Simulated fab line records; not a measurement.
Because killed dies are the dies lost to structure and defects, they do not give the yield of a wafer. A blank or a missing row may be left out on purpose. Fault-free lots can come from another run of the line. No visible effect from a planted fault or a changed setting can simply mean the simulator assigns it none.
Lot-split experiment | flow n5 finfet | 39 wafers read from 7 lots, route of 1938 steps

## ON THE SPLIT
At N5_MOL_CONTACT_COAG_ALD_133 (deposits SiO2, target thk 5 nm, pulse time 1 s, co reactant pulse time 1 s), the setting ald cycles was moved away from the recipe's 35 on 18 of the 39 wafers read, by -51.4% to +54.3%. The other wafers ran this setting at the recipe's value.

The reading comes from the split's own step.

## THE READING
SiO2_of_MOL_CONTACT_COAG_ALD_133.thk nm (the simulator's own value, which no gauge read), in nm, at N5_MOL_CONTACT_COAG_ALD_133 (deposits SiO2, target thk 5 nm, pulse time 1 s, co reactant pulse time 1 s). The file does not state a usual value for it.

wafer  | tool, chamber at the split | ald cycles as run | against the recipe | SiO2_of_MOL_CONTACT_COAG_ALD_133.thk nm, nm | against lot-mates on the recipe
L076.1 | ald sin-01, 2,0,3          | 35                | recipe             | 5                                           | -
L076.3 | ald sin-01, 2,0,3          | 35                | recipe             | 5                                           | -
L076.4 | ald sin-01, 2,0,3          | 35                | recipe             | 5                                           | -
L076.2 | ald sin-01, 1,1,2          | 21                | -40.0%             | 3                                           | -2.0
L076.5 | ald sin-01, 1,1,2          | 21                | -40.0%             | 3                                           | -2.0
L076.6 | ald sin-01, 1,1,2          | 21                | -40.0%             | 3                                           | -2.0
L078.1 | ald sin-01, 2,1,2          | 35                | recipe             | 5                                           | -
L078.3 | ald sin-01, 2,1,2          | 35                | recipe             | 5                                           | -
L078.5 | ald sin-01, 2,1,2          | 35                | recipe             | 5                                           | -
L078.2 | ald sin-01, 3,0            | 54                | +54.3%             | 7.8                                         | +2.8
L078.4 | ald sin-01, 3,0            | 54                | +54.3%             | 7.8                                         | +2.8
L078.6 | ald sin-01, 1              | 54                | +54.3%             | 7.6                                         | +2.6
L080.1 | ald sin-03, 3,1,0          | 35                | recipe             | 5                                           | -
L080.2 | ald sin-03, 3,1,0          | 35                | recipe             | 5                                           | -
L080.4 | ald sin-03, 3,1,0          | 35                | recipe             | 5                                           | -
L081.1 | ald sin-01, 1,2,3          | 35                | recipe             | 5                                           | -
L081.2 | ald sin-01, 1,2,3          | 35                | recipe             | 5                                           | -
L081.3 | ald sin-01, 1,2,3          | 35                | recipe             | 5                                           | -
L081.4 | ald sin-01, 0,2,1          | 50                | +42.9%             | 7.2                                         | +2.2
L081.5 | ald sin-01, 0,2,1          | 50                | +42.9%             | 7.2                                         | +2.2
L081.6 | ald sin-01, 0,2,1          | 50                | +42.9%             | 7.2                                         | +2.2
L083.1 | ald sin-01, 1,3,0          | 17                | -51.4%             | 2.4                                         | -2.6
L083.2 | ald sin-01, 1,3,0          | 17                | -51.4%             | 2.4                                         | -2.6
L083.4 | ald sin-01, 1,3,0          | 17                | -51.4%             | 2.4                                         | -2.6
L083.3 | ald sin-01, 2,0,3          | 35                | recipe             | 5                                           | -
L083.5 | ald sin-01, 2,0,3          | 35                | recipe             | 5                                           | -
L083.6 | ald sin-01, 2,0,3          | 35                | recipe             | 5                                           | -
L090.1 | ald sin-01, 3,2,0          | 35                | recipe             | 5                                           | -
L090.2 | ald sin-01, 3,2,0          | 35                | recipe             | 5                                           | -
L090.4 | ald sin-01, 3,2,0          | 35                | recipe             | 5                                           | -
L090.3 | ald sin-01, 1,0,1          | 42                | +20.0%             | 6                                           | +1.0
L090.5 | ald sin-01, 1,0,1          | 42                | +20.0%             | 6                                           | +1.0
L090.6 | ald sin-01, 1,0,1          | 42                | +20.0%             | 6                                           | +1.0
L096.1 | ald sin-02, 2,0,3          | 17                | -51.4%             | 2.4                                         | -2.6
L096.3 | ald sin-02, 2,0,3          | 17                | -51.4%             | 2.4                                         | -2.6
L096.6 | ald sin-02, 2,0,3          | 17                | -51.4%             | 2.4                                         | -2.6
L096.2 | ald sin-02, 3,1,2          | 35                | recipe             | 5                                           | -
L096.4 | ald sin-02, 3,1,2          | 35                | recipe             | 5                                           | -
L096.5 | ald sin-02, 3,1,2          | 35                | recipe             | 5                                           | -
When a row names more than one chamber, that row covers several wafers, and the file does not tell which wafer ran in which chamber.

FIT RESULTS
A straight line over all 39 wafers: SiO2_of_MOL_CONTACT_COAG_ALD_133.thk nm changes by +0.0505 nm for each +1% of ald cycles; r = +1.00; the points scatter about the line by 0.029 nm.
The same after taking each lot's own level away (the mean of its wafers on the recipe; 39 wafers): +0.0505 nm for each +1%; r = +1.00; scatter 0.029 nm.
The reading moves by 2.7 nm for the largest change in ald cycles, on that fit.
The lots' own levels span 5.00 to 5.00 nm.
Hence the lot-to-lot level has little effect on the slope; both slopes agree.
Check: with one of the wafers moved furthest among these (+54.3%) left out of the fit, the line predicts +2.74 nm for it against its lot-mates. It came out at +2.8 nm against them.

## OTHER SPLITS APPLIED TO THESE WAFERS
These wafers also went through other splits before the reading. Each is held against what the fit with the lots' levels taken away leaves over:
other split on the same wafers           | wafers away from the commonest value | r with SiO2_of_MOL_CONTACT_COAG_ALD_133.thk nm (lot level and that fit taken away)
N5_PMOS_HMC_CHANNEL_EPI_HM_DEP_34 time s | 12                                   | -0.31
N5_SD_EPI_N_EPI_21 epi growth time s     | 15                                   | +0.06
N5_HKMG_FIN_DEVELOP_11 develop time s    | 15                                   | -0.09

## FILE'S OWN FIT
SiO2_of_MOL_CONTACT_COAG_ALD_133.thk nm changes by +0.0505 nm for each +1% of ald cycles, r = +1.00.
